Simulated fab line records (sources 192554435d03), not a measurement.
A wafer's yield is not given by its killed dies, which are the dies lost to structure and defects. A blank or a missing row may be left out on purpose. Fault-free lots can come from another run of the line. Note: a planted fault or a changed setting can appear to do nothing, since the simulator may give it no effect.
Matching of chambers	flow n5 finfet	N5_BEOL_M1_ETCH_70 on rie diel-06: 4 sister chambers
The step etches SOC in N2/H2, target depth 80 nm, overetch 16 nm, time 120 s. 7 wafers are shown with their chamber, then 7 later ones without.

WAFERS, EACH WITH ITS CHAMBER
wafer	chamber	drypump motor current A (A)	throttle valve pct (%)
L074.5	2	5.34	18.29
L084.5	1	5.66	17.94
L086.1	0	5.56	17.63
L086.3	3	5.89	17.66
L086.5	3	5.89	17.64
L087.3	1	5.64	17.99
L087.4	0	5.58	17.65

WAFERS MISSING THEIR CHAMBER
wafer	drypump motor current A (A)	throttle valve pct (%)
L087.6	5.65	17.96
L095.4	5.35	17.86
L095.5	5.35	17.86
L095.6	5.88	17.68
L097.2	5.58	17.68
L097.3	5.37	17.86
L097.5	5.89	17.70

CHAMBER TAKEN BY EACH
wafer	from the rows above	in truth
L087.6	1	1
L095.4	2	2
L095.5	2	2
L095.6	3	3
L097.2	0	0
L097.3	can't be placed: 2 or 0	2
L097.5	3	3
Correct placement for 6 of the 7. Can't be placed from these rows: 1 (the true chamber is among the candidates in 1). Placed wrongly: 0.
How it was worked out, from the rows above alone: a wafer's distance from a chamber is the root of the sum, over the readings, of the square of ((its reading less the chamber's mean) divided by the reading's scatter). If the next closest chamber is less than 2 further off than the closest, the wafer can't be placed; otherwise it belongs to the closest. Each chamber's mean is taken over the wafers shown for it. The scatter: the root of (the sum of the squares of (reading less its chamber's mean) over the shown wafers, divided by (wafers less chambers)).
